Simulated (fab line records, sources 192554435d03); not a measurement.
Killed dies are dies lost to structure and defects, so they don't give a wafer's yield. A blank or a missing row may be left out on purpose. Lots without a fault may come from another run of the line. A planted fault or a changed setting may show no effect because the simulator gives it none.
A struck lot beside a sound one | flow n5_finfet | 37 steps out of a route of 1938
Sound: wafers L379.2, L379.3, L379.6. Struck: wafer L378.1. (L378.2, L378.6 of the same lot were not struck and are left out.) The cause comes at the end.
At each step with rows: each side's tool, then ch and its chambers, then its first start. Under that, the readings that differ: sound wafers | struck wafers | difference of the means | sigmas: that difference in standard deviations of wafers without a fault.
alike: readings whose means differ by less than 2 such deviations, and words and numbers that are the same on both sides. not compared: withheld readings, readings that some wafer has no value for, bounds like >300 that may hide the same value, and numbers for which the record gives no deviation and whose values overlap.
The two part at a step that has a row with sigmas, a row that says differs or no value, or rows on one side only. Numbers that don't overlap but have no deviation are shown without sigmas and don't part them. A reading that every wafer of one side lacks parts them only if that side has two wafers or more.

first, 10 steps without rows for these wafers: N5_PASSIVATION_DESCUM_12 (chemistry O2, time 7.9 s); N5_PASSIVATION_PASS_ETCH_74 (etches SiNx in CF4/O2, target depth 220 nm, time 110 s); N5_PASSIVATION_VIA_ETCH_13 (etches SiO2 in CHF3/O2, target depth 660 nm, time 330 s); N5_PASSIVATION_STRIP_14 (strips in O2); N5_PASSIVATION_ETCH_15 (etches SiCN in CF4/N2, target depth 75 nm, time 81.2 s); N5_PASSIVATION_STRIP_73 (strips in post etch residue remover, time 60 s); N5_PASSIVATION_SRD_17 (time 30 s, dry time 30 s); N5_PASSIVATION_DEGAS_18 (time 60 s); N5_PASSIVATION_PRE_CLEAN_19; N5_PASSIVATION_SPUTTER_20 (material TaN, target thk 50 nm).
N5_PASSIVATION_AL_DEP_21: deposits Al, target thk 2800 nm, time 170 s.
  sound on pvd_sputter-01, day 16 10:25; struck on pvd_sputter-01, day 16 17:11
  reading                                       | sound          | struck | difference | sigmas
  model.Al_of_PASSIVATION_AL_DEP_21.thk_nm (nm) | 2780 2805 2799 | 1559   | -1236      |
  alike: throttle_valve_pct
then, 9 steps without rows for these wafers: N5_PASSIVATION_HMDS_23 (time 60 s); N5_PASSIVATION_COAT_24; N5_PASSIVATION_EBR_26; N5_PASSIVATION_SOFTBAKE_25 (time 90 s); N5_PASSIVATION_EXPOSE_27 (exposes mask PAD, defocus 0 nm); N5_PASSIVATION_PEB_28; N5_PASSIVATION_DEVELOP_29 (develop time 60 s); N5_PASSIVATION_HARDBAKE_31 (time 120 s); N5_PASSIVATION_DESCUM_32 (chemistry O2, time 7.9 s).
N5_PASSIVATION_AL_ETCH_33: etches Al in Cl2/BCl3, stops on TaN, target depth 2800 nm, time 466.7 s.
  sound on rie_metal-01 ch 0, day 16 11:35; struck on rie_metal-01 ch 1, day 16 17:58
  reading                | sound             | struck | difference | sigmas
  oes_product_au (a.u.)  | 0.74 0.74 0.74    | 0.55   | -0.19      | -3
  throttle_valve_pct (%) | 34.24 34.22 34.22 | 34.85  | +0.62      | +4
  alike: drypump_motor_current_A
  not compared: rf_hours_counter_h
then, 15 steps without rows for these wafers: N5_PASSIVATION_ETCH_59 (etches TaN in Cl2/BCl3, target depth 65 nm, time 34.9 s); N5_PASSIVATION_STRIP_34 (strips in O2); N5_PASSIVATION_STRIP_51 (strips in post etch residue remover, time 1200 s); N5_PASSIVATION_CLEAN_69 (cleans in IPA, time 180 s); N5_PASSIVATION_SRD_70 (time 30 s); N5_PASSIVATION_PECVD_53 (deposits SiO2 from TEOS/O2, target thk 800 nm, time 169.4 s); N5_PASSIVATION_PECVD_35 (deposits SiNx from SiH4/NH3/N2, target thk 700 nm, time 151.3 s); N5_PASSIVATION_HMDS_37 (time 60 s); N5_PASSIVATION_COAT_38; N5_PASSIVATION_EBR_40; N5_PASSIVATION_SOFTBAKE_39 (time 120 s); N5_PASSIVATION_EXPOSE_41 (exposes mask PASS OPEN, defocus 0 nm, target cd 40000 nm); N5_PASSIVATION_PEB_42; N5_PASSIVATION_DEVELOP_43 (develop time 60 s); N5_PASSIVATION_HARDBAKE_45 (time 120 s).
N5_PASSIVATION_STRIP_52: strips in post etch residue remover, time 1200 s.
  sound on wet_bench-06 ch 4,5,7, day 16 14:16; struck on wet_bench-06 ch 4, day 16 20:17
  reading                                       | sound          | struck | difference | sigmas
  model.Al_of_PASSIVATION_AL_DEP_21.thk_nm (nm) | 2765 2789 2784 | 1544   | -1235      |

WHERE THEY PART
Only at N5_PASSIVATION_AL_ETCH_33, within this record.

WHY: what the simulator had put in
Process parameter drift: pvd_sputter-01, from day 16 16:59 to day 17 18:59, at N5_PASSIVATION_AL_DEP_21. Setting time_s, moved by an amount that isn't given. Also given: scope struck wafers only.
